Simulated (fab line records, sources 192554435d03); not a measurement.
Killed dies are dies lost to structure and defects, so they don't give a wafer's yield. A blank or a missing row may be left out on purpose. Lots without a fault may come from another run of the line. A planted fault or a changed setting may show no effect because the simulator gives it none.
fab line records | flow n5_finfet | part 2 of 2: steps 17 to 24 of 24
record lots=5 wafers=15 last_day=18
route steps=1938 shown MOL_CONTACT_COAG@523
lots that met no fault: from a run of the same line without faults
start_h: hours from the record's first day to the start of the lot's first wafer shown | wait_h: hours since the lot's step before | " the same as in the row above | L1.1+2: a row that stands for several wafers | - no value, or no start given | * or withheld: withheld | < > ~ a bound
route shown NAME@n: a module of which the file shows steps, and the number in the route of the first | usual: mean/standard deviation of fault-free wafers | same: alike in all rows | chamber/n: place in a boat | sites: the reading at each site | _std_site: their standard deviation | _edge_site: outer sites' mean less inner sites' | radius_mm: how far each site lies from the wafer's centre | mask NAME#n: copy n | behind: the tool/chamber that last shaped the wafer | hold: why the lot was held/for how many hours/how that ended | device: the transistor (n, p or np) that didn't switch | end of line: the same wafers' tests at the end of the route | a step without rows: its recipe alone | killed: dies lost to structure and defects at the first sort, not the wafer's yield | map: a wafer's dies, x killed, . not, _ none there
set.NAME: the setting as run; set.NAME@STEP: as run at that earlier step | model.NAME: the simulator's own value behind a step, which no gauge read
lots at some steps of the route; a table a step, a row a wafer
services: from which hour (start_h, from the record's first day; less than 0 if before it) a tool's chamber was out of use, for how many hours, and why
## steps
# step N5_MOL_CONTACT_COAG_STRIP_98
# recipe chemistry=N2/H2 power_w=500 temp_c=40 pressure_mtorr=50 rf_frequency_hz=6e+07 overash_fraction=0.3 bias_power_w=8 h2_frac=0.5 n2_flow_sccm=300 h2_flow_sccm=300
# usual chamber_pressure_mTorr=49.99/0.082 drypump_motor_current_A=5.7/0.48 oes_product_au=0.79/0.1 rf_vpp_V=54.1/1.6 showerhead_plenum_p_Torr=3.39/0.083 throttle_valve_pct=18.9/0.32
# columns lot.wafer tool chamber start_h wait_h chamber_pressure_mTorr drypump_motor_current_A oes_product_au rf_hours_counter_h rf_vpp_V showerhead_plenum_p_Torr throttle_valve_pct
L076.3 rie_diel-02 3 101.24 0.0 50.08 6.4 0.69 247 53.4 3.15 18.6
L076.4 " 0 " " 50.01 5.2 0.71 - 54.0 3.45 19.2
L076.5 " 1 " " 50.09 5.0 0.72 - 51.1 3.32 18.9
L079.2 rie_diel-02 1 118.60 0.0 50.10 5.0 0.72 206 54.7 3.32 19.0
L079.4 " 2 " " 50.03 5.8 0.90 - 51.1 3.42 18.9
L079.5 " 1 " " 50.21 5.0 0.71 - 54.3 3.32 19.0
L082.3 rie_diel-02 2 139.50 0.0 49.92 5.8 0.89 32 56.1 3.41 19.0
L082.4 " 0 " " 49.98 5.2 0.70 218 52.3 3.44 19.2
L082.5 " 1 " " 50.05 5.0 0.70 - 53.8 3.31 19.0
L086.2 rie_diel-02 3 163.67 0.0 49.97 6.4 0.97 8 54.0 3.54 18.1
L086.4 " 1 " " 50.05 5.0 0.69 221 54.5 3.31 19.0
L086.6 " 2 " " 50.02 5.8 0.86 - 54.9 3.41 19.0
L094.3 rie_diel-02 1 205.65 0.0 50.07 4.9 0.70 232 55.6 3.30 19.0
L094.4 " 3 " " 50.08 6.4 0.93 22 53.5 3.53 18.1
L094.6 " 0 " " 50.18 5.2 0.68 - 51.6 3.43 19.2
# step N5_MOL_CONTACT_COAG_CD_MEAS_99
# recipe target_cd_nm=17.2 polarity=opening
# usual cd_nm=17.1/0.33
# columns lot.wafer tool chamber start_h wait_h cd_nm
L076.3 cd_sem-02 - 101.31 - 16.7
L076.4 " - " " 17.2
L076.5 " - " " 17.3
L079.2 cd_sem-01 - 118.67 - 16.6
L079.4 " - " " 16.3
L079.5 " - " " 16.8
L082.3 cd_sem-01 - 139.57 - 17.4
L082.4 " - " " 17.5
L082.5 " - " " 16.9
L086.2 cd_sem-03 - 163.74 - 17.3
L086.4 " - " " 17.0
L086.6 " - " " 17.1
L094.3 cd_sem-02 - 205.72 - 16.7
L094.4 " - " " 17.3
L094.6 " - " " 17.6
# step N5_MOL_CONTACT_COAG_IMPLANT_129
# recipe species=Ge energy_kev=3 dose_cm2=6e+14 tilt_deg=0 rotation_deg=0
# usual beam_energy_keV=2.9998/0.00098
# columns lot.wafer tool chamber start_h wait_h beam_energy_keV
L076.3 implanter-01 0 101.40 0.1 2.9995
L076.4 " 0 " " 2.9986
L076.5 " 0 " " 2.9997
L079.2 implanter-02 0 118.74 0.1 2.9989
L079.4 " 0 " " 3.0003
L079.5 " 0 " " 3.0006
L082.3 implanter-01 0 139.66 0.1 3.0000
L082.4 " 0 " " 3.0008
L082.5 " 0 " " 2.9997
L086.2 implanter-01 0 163.80 0.1 2.9981
L086.4 " 0 " " 2.9982
L086.6 " 0 " " 2.9988
L094.3 implanter-02 0 205.81 0.1 3.0009
L094.4 " 0 " " 3.0001
L094.6 " 0 " " 3.0004
# step N5_MOL_CONTACT_COAG_PRECLEAN_111
# recipe chemistry=NF3:NH3 afs_cycles=1 temp_c=30 time_s=20 sublimation_temp_c=180 sublimation_time_s=60 pressure_torr=3 rf_power_w=30
# columns lot.wafer tool chamber start_h wait_h
L076.3+4+5 remote_plasma-02 1 102.59 1.2
L079.2+4+5 remote_plasma-01 1 118.95 0.2
L082.3+4+5 remote_plasma-01 0 139.88 0.2
L086.2+4+6 remote_plasma-02 0 164.05 0.2
L094.3+4+6 remote_plasma-02 1 206.14 0.3
# step N5_MOL_CONTACT_COAG_TI_SIL_19
# recipe material=Ti target_thk_a=42 temp_c=200 chamber_pressure_pa=5 power_w=5000 time_s=15
# usual substrate_temp_c=200.00/0.16 throttle_valve_pct=30.1/0.92
# columns lot.wafer tool chamber start_h wait_h substrate_temp_c throttle_valve_pct
L076.3 pvd_sputter-01 - 102.81 0.2 200.07 28.6
L076.4 " - " " 199.72 32.0
L076.5 " - " " 200.06 30.2
L079.2 pvd_sputter-02 - 119.38 0.4 199.67 30.6
L079.4 " - " " 199.93 29.6
L079.5 " - " " 200.05 31.2
L082.3 pvd_sputter-01 - 140.02 0.1 199.81 30.2
L082.4 " - " " 199.87 28.6
L082.5 " - " " 200.27 29.8
L086.2 pvd_sputter-03 - 164.32 0.2 200.12 28.7
L086.4 " - " " 200.21 29.9
L086.6 " - " " 200.11 29.9
L094.3 pvd_sputter-03 - 206.37 0.2 199.78 29.8
L094.4 " - " " 200.13 31.1
L094.6 " - " " 200.05 30.9
# step N5_MOL_CONTACT_COAG_ALD_20
# recipe material=TiN target_thk_a=15 temp_c=400 ald_precursor_family=TiCl4 ald_co_reactant=NH3 pulse_time_s=1 purge_time_s=3 co_reactant_purge_time_s=2 co_reactant_pulse_time_s=2 ald_cycles=68 pressure_torr=3
# usual heater_power_w=819/86 precursor_pulse_height_rel=0.999/0.021
# columns lot.wafer tool chamber start_h wait_h heater_power_w precursor_pulse_height_rel
L076.3 ald_metal-02 1 102.93 0.1 858 1.004
L076.4 " 3 " " 778 1.011
L076.5 " 3 " " 762 1.020
L079.2 ald_metal-01 3 119.50 0.1 846 1.006
L079.4 " 1 " " 677 0.983
L079.5 " 3 " " 861 0.998
L082.3 ald_metal-02 3 140.14 0.1 790 0.985
L082.4 " 2 " " 718 0.989
L082.5 " 0 " " 949 1.018
L086.2 ald_metal-01 1 164.44 0.1 663 0.990
L086.4 " 3 " " 831 1.044
L086.6 " 1 " " 660 1.014
L094.3 ald_metal-02 0 206.49 0.1 925 0.978
L094.4 " 2 " " 738 1.059
L094.6 " 0 " " 909 1.003
# step N5_MOL_CONTACT_COAG_SIL_ANNEAL_21
# recipe temp_c=550 time_s=60 ambient=N2
# usual lamp_power_pct=6.1/0.39 lamp_zone_2_pct=6.1/0.38 wafer_temp_C_max=553.0/0.59
# columns lot.wafer tool chamber start_h wait_h lamp_power_pct lamp_zone_2_pct wafer_temp_C_max
L076.3 rtp_anneal-02 0 103.45 0.3 5.6 5.6 553.2
L076.4 " 0 " " 5.6 5.6 553.5
L076.5 " 0 " " 5.6 5.6 553.4
L079.2 rtp_anneal-02 0 119.90 0.2 5.6 5.6 552.2
L079.4 " 0 " " 5.6 5.6 552.4
L079.5 " 0 " " 5.6 5.6 552.8
L082.3 rtp_anneal-01 0 140.58 0.3 6.4 6.4 554.2
L082.4 " 0 " " 6.4 6.4 553.6
L082.5 " 0 " " 6.4 6.4 553.6
L086.2 rtp_anneal-01 0 164.95 0.3 6.4 6.4 552.8
L086.4 " 0 " " 6.4 6.4 553.1
L086.6 " 0 " " 6.4 6.4 551.9
L094.3 rtp_anneal-01 0 206.93 0.3 6.4 6.4 552.9
L094.4 " 0 " " 6.4 6.4 553.9
L094.6 " 0 " " 6.4 6.4 553.3
# step N5_MOL_CONTACT_COAG_PRE_CLEAN_141
# recipe gas=H2/He time_s=60 temp_c=300
# usual heater_power_w=472/51
# columns lot.wafer tool chamber start_h wait_h heater_power_w
L076.3 pvd_sputter-01 - 104.07 0.6 528
L076.4 " - " " 547
L076.5 " - " " 505
L079.2 pvd_sputter-01 - 120.17 0.2 449
L079.4 " - " " 525
L079.5 " - " " 537
L082.3 pvd_sputter-03 - 142.42 1.8 446
L082.4 " - " " 496
L082.5 " - " " 496
L086.2 pvd_sputter-03 - 166.30 1.3 444
L086.4 " - " " 483
L086.6 " - " " 474
L094.3 pvd_sputter-02 - 208.02 1.1 418
L094.4 " - " " 401
L094.6 " - " " 468
## services
# columns tool chamber start_h hours kind
euv_scanner-01 - 79.43 6.2 pm
pvd_sputter-03 - 79.64 42.5 repair
euv_scanner-02 - 93.06 4.6 pm
rie_diel-02 2 98.10 16.2 repair
euv_scanner-01 - 104.69 1.0 pm
euv_scanner-02 - 105.70 1.0 pm
ald_metal-02 3 143.51 13.5 repair
pvd_sputter-01 - 143.59 5.2 repair
euv_scanner-02 - 143.84 2.0 repair
rie_diel-02 0 153.84 5.9 repair
rie_diel-02 1 156.34 5.9 repair
ald_metal-02 - 159.49 8.7 pm
euv_scanner-01 - 160.84 1.0 pm
euv_scanner-02 - 161.88 1.0 pm
implanter-01 - 180.98 1.4 repair
ald_metal-01 0 184.23 9.4 repair
rie_diel-02 0 190.66 4.0 repair
euv_scanner-01 - 194.21 1.2 repair
euv_scanner-01 - 198.47 4.6 pm
implanter-01 - 199.19 4.4 repair
euv_scanner-02 - 200.07 0.3 repair
implanter-02 - 201.55 2.0 repair
ald_metal-01 - 203.04 8.7 pm
implanter-01 - 204.38 4.8 pm
